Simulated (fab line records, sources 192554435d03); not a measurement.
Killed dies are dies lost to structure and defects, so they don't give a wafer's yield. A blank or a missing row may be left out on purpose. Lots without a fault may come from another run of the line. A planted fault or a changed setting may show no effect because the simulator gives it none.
Chamber matching | flow n5_finfet | N5_BEOL_M11_CURE_72 on uv_cure-01: 3 sister chambers
The step cures SiCOH lowk, time 120 s. 3 wafers are shown with their chamber, then 6 later ones without.

WAFERS WITH THEIR CHAMBER
wafer  | chamber | run_length_s (s)
L572.5 | 0       | 177.7
L574.3 | 2       | 177.4
L588.6 | 1       | 181.1

WAFERS WITHOUT THEIR CHAMBER
wafer  | run_length_s (s)
L592.3 | 177.8
L592.5 | 177.4
L592.6 | 177.8
L591.1 | 177.5
L591.4 | 177.5
L591.5 | 177.8

WHICH CHAMBER EACH WENT THROUGH
wafer  | from the rows above     | in truth
L592.3 | 0                       | 0
L592.5 | 2                       | 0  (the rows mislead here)
L592.6 | 0                       | 0
L591.1 | can't be placed: 2 or 0 | 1
L591.4 | can't be placed: 2 or 0 | 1
L591.5 | 0                       | 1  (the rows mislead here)
Placed correctly: 2 of 6. Can't be placed from these rows: 2 (the true chamber is among the candidates in 0). Placed wrongly: 2.
How it was worked out, from the rows above alone: a wafer's distance from a chamber is the root of the sum, over the readings, of the square of ((its reading less the chamber's mean) divided by the reading's scatter). The wafer belongs to the nearest chamber; if the next one is less than 2 further off, it can't be placed. A chamber's mean is the mean of its shown wafers. The scatter: with one shown wafer a chamber, the root of the mean of the squares of how far each hidden wafer lies from its nearest shown one.
